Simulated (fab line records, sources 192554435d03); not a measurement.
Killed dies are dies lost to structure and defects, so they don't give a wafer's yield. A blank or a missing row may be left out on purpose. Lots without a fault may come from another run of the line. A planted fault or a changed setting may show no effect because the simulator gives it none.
Chamber matching | flow n5_finfet | N5_BEOL_M9_DEP_56 on pecvd-04: 3 sister chambers
The step deposits SiCN from 3MS/NH3, target thk 15 nm, time 26.5 s. 14 wafers are shown with their chamber, then 7 later ones without.

WAFERS WITH THEIR CHAMBER
wafer  | chamber | throttle_valve_pct (%) | showerhead_plenum_p_Torr (Torr)
L077.1 | 0       | 9.3                    | 3.659
L077.3 | 2       | 9.2                    | 3.656
L077.6 | 1       | 10.3                   | 3.699
L081.2 | 2       | 9.2                    | 3.671
L081.3 | 1       | 10.6                   | 3.686
L081.5 | 0       | 9.1                    | 3.665
L082.1 | 0       | 9.3                    | 3.653
L082.2 | 1       | 10.7                   | 3.698
L082.4 | 1       | 10.7                   | 3.694
L083.1 | 2       | 9.4                    | 3.663
L083.2 | 1       | 10.4                   | 3.680
L083.4 | 1       | 10.4                   | 3.696
L085.2 | 2       | 9.3                    | 3.663
L085.3 | 1       | 10.6                   | 3.694

SIGNATURES (means of the wafers above)
reading                  | chamber 0 | chamber 1 | chamber 2 | scatter within a chamber
throttle_valve_pct       | 9.233     | 10.529    | 9.275     | 0.138
showerhead_plenum_p_Torr | 3.65900   | 3.69243   | 3.66325   | 0.00655
Rule: a wafer's distance from a chamber is the root of the sum, over the readings, of the square of ((its reading less the chamber's mean) divided by the reading's scatter). The wafer belongs to the nearest chamber; if the next one is less than 2 further off, it can't be placed. The scatter: the root of (the sum of the squares of (reading less its chamber's mean) over the shown wafers, divided by (wafers less chambers)).

WAFERS WITHOUT THEIR CHAMBER
wafer  | throttle_valve_pct (%) | showerhead_plenum_p_Torr (Torr)
L085.6 | 9.3                    | 3.665
L092.3 | 9.1                    | 3.659
L092.4 | 9.2                    | 3.661
L092.6 | 9.3                    | 3.670
L096.2 | 9.4                    | 3.666
L096.3 | 10.4                   | 3.690
L096.4 | 9.2                    | 3.672

WHICH CHAMBER EACH WENT THROUGH
wafer  | from the rows above     | in truth
L085.6 | can't be placed: 2 or 0 | 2
L092.3 | can't be placed: 0 or 2 | 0
L092.4 | can't be placed: 0 or 2 | 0
L092.6 | can't be placed: 2 or 0 | 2
L096.2 | can't be placed: 2 or 0 | 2
L096.3 | 1                       | 1
L096.4 | can't be placed: 2 or 0 | 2
Placed correctly: 1 of 7. Can't be placed from these rows: 6 (the true chamber is among the candidates in 6). Placed wrongly: 0.
